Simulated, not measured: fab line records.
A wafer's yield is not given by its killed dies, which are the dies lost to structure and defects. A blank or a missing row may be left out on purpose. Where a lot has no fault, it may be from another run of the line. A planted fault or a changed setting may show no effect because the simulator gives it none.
Comparing a struck lot with a sound one -- flow nandHarc -- 24 steps out of a route of 1159
Sound: the wafers L638.2, L638.5, L638.6. Struck: wafer L648.5 (left out: L648.1, L648.4 of the same lot, which were not struck); the cause appears at the end.
Per side, at each step with rows, come the tool, then ch with its chambers, and then its first start. Under that, the readings that differ: sound wafers -- struck wafers -- difference of the means -- sigmas: that difference in standard deviations of wafers without a fault.
alike: a reading whose means differ by less than 2 such deviations, as well as words and numbers matching on both sides. not compared: withheld readings; readings where some wafer has no value; bounds like >300 that might hide an equal value; numbers whose values overlap and for which the record gives no deviation.
A row with sigmas, a row that says differs or no value, or rows on one side alone: a step with any of these is where the two part. Numbers that don't overlap but have no deviation are shown without sigmas and don't part them. A reading that every wafer of one side lacks parts them only if that side has two wafers or more.

NHARC_P_M1_INSPECT_27:
  struck on defectInspect-01, day 9 08:29; sound on defectInspect-01, day 6 16:13
  alike: rawDefectCount
NHARC_P_M1_PRE_CLEAN_32: time 12 s.
  sound on pecvd-01 ch 0,2, day 6 16:18; struck on pecvd-01 ch 0, day 9 08:37
  alike: heaterPowerOuterW, heaterPowerW
NHARC_P_M1_DEP_33: deposits SiCN, target thk 30 nm.
  sound on pecvd-01 ch 0,2, day 6 16:25; struck on pecvd-01 ch 0, day 9 08:45
  alike: heaterPowerOuterW, heaterPowerW
then, 8 steps without rows for these wafers: NHARC_P_M2_DEP_00 (deposits SiOC, target thk 182.5 nm); NHARC_P_M2_DEHYDRATE_01 (time 120 s); NHARC_P_M2_HMDS_02 (time 30 s); NHARC_P_M2_COAT_34 (time 65 s); NHARC_P_M2_COAT_03 (resist thk 90 nm); NHARC_P_M2_SOFTBAKE_04 (time 55 s); NHARC_P_M2_EBR_05; NHARC_P_M2_EXPOSE_06 (exposes mask P M2, target cd 170 nm).
NHARC_P_M2_PEB_07: peb time 65 s.
  sound on lithoTrack-06 ch 0, day 6 17:32; struck on lithoTrack-04 ch 0, day 9 09:49
  alike: chillPlateTempC, exhaustPa
then, 1 step without rows for these wafers: NHARC_P_M2_DEVELOP_08 (develop time 35 s).
NHARC_P_M2_CD_MEAS_09: target cd 170 nm.
  sound on cdSem-03 ch 0, day 6 17:37; struck on cdSem-01 ch 0, day 9 09:53
  alike: cdNm
NHARC_P_M2_OVL_MEAS_10: pitch 340 nm.
  struck on overlay-01, day 9 09:59; sound on overlay-01, day 6 17:43
reading,sound,struck,difference,sigmas
overlayYNm (nm),1.4 1.2 1.2,-1.0,-2.3,-3
  alike: overlayXNm
NHARC_P_M2_INSPECT_11:
  struck on defectInspect-02, day 9 10:01; sound on defectInspect-02, day 6 17:44
  alike: rawDefectCount
NHARC_P_M2_DESCUM_14: chemistry O2, time 3 s.
  sound on rieDiel-03 ch 1,2,3, day 6 17:49; struck on rieDiel-03 ch 1, day 9 10:05
reading,sound,struck,difference,sigmas
model.P_M2.cdNm (nm),171 169.6 170.7,171.7,+1.3,
  alike: drypumpMotorCurrentA, mfcArSccm, oesProductAu, rfVppV, showerheadPlenumPTorr, throttleValvePct
  not compared: rfHoursCounterH
NHARC_P_M2_ETCH_35: etches the open film in N2/H2, target depth 40 nm, overetch 12 nm, time 43.94 s.
  sound on rieDiel-03 ch 2,3, day 6 17:53; struck on rieDiel-03 ch 0, day 9 10:10
reading,sound,struck,difference,sigmas
n2FlowSccm (sccm),149.7 151.0 149.9,149.3,-0.9,-2
  alike: biasW, drypumpMotorCurrentA, mfcArSccm, oesProductAu, rfVppV, showerheadPlenumPTorr, throttleValvePct
  not compared: rfHoursCounterH
NHARC_P_M2_ETCH_15: etches the open film in C4F8/Ar, target depth 182.5 nm, time 91.2 s.
  sound on rieDiel-03 ch 0,3; struck on rieDiel-03 ch 1
reading,sound,struck,difference,sigmas
oesProductAu (a.u.),0.977 0.967 0.974,0.925,-0.048,-2
  alike: biasW, rfVppV
  not compared: rfHoursCounterH
NHARC_P_M2_CD_MEAS_16:
  struck on cdSem-02, day 9 10:23; sound on cdSem-01, day 6 18:07
  alike: cdNm
NHARC_P_M2_STRIP_18: strips in N2/H2.
  sound on rieDiel-03 ch 2,3, day 6 18:11; struck on rieDiel-03 ch 3, day 9 10:30
  alike: drypumpMotorCurrentA, mfcArSccm, n2FlowSccm, oesProductAu, rfVppV, showerheadPlenumPTorr, throttleValvePct
  not compared: rfHoursCounterH
NHARC_P_M2_ETCH_28: etches the open film in CF4/N2, target depth 30 nm, time 72.99 s.
  sound on rieDiel-03 ch 0,1; struck on rieDiel-03 ch 3
  alike: biasW, drypumpMotorCurrentA, mfcArSccm, n2FlowSccm, oesProductAu, rfVppV, showerheadPlenumPTorr, throttleValvePct
  not compared: rfHoursCounterH, model.P_M2.cdNm
then, 1 step without rows for these wafers: NHARC_P_M2_STRIP_19 (strips in post etch residue remover, time 600 s).
-- record jumps: 13 days between struck wafers' starts before vs after; left off in module P_M2, resumes in module END, first step shown is number 1159 of the route --
NHARC_END_SORT_01:
  sound on prober-02 ch 0, day 20 13:25; struck on prober-01 ch 0, day 22 18:29
  alike: defectLimitedYield, killedAtArray, killedAtOther, killedAtPeriphery, killedDies, killedOpen, killedShort, sort_bin_2_pct, sort_bin_3_pct, sort_bin_4_pct, sortNPass, sortRimYieldPct, sortYieldPct

== WHERE THEY PART ==
First at NHARC_P_M2_OVL_MEAS_10; last, within this record, at NHARC_P_M2_ETCH_15. Later steps at which nothing parts them and some readings are alike: NHARC_P_M2_CD_MEAS_16, NHARC_P_M2_STRIP_18, NHARC_P_M2_ETCH_28, NHARC_END_SORT_01.

WHY: whatever the simulator had introduced
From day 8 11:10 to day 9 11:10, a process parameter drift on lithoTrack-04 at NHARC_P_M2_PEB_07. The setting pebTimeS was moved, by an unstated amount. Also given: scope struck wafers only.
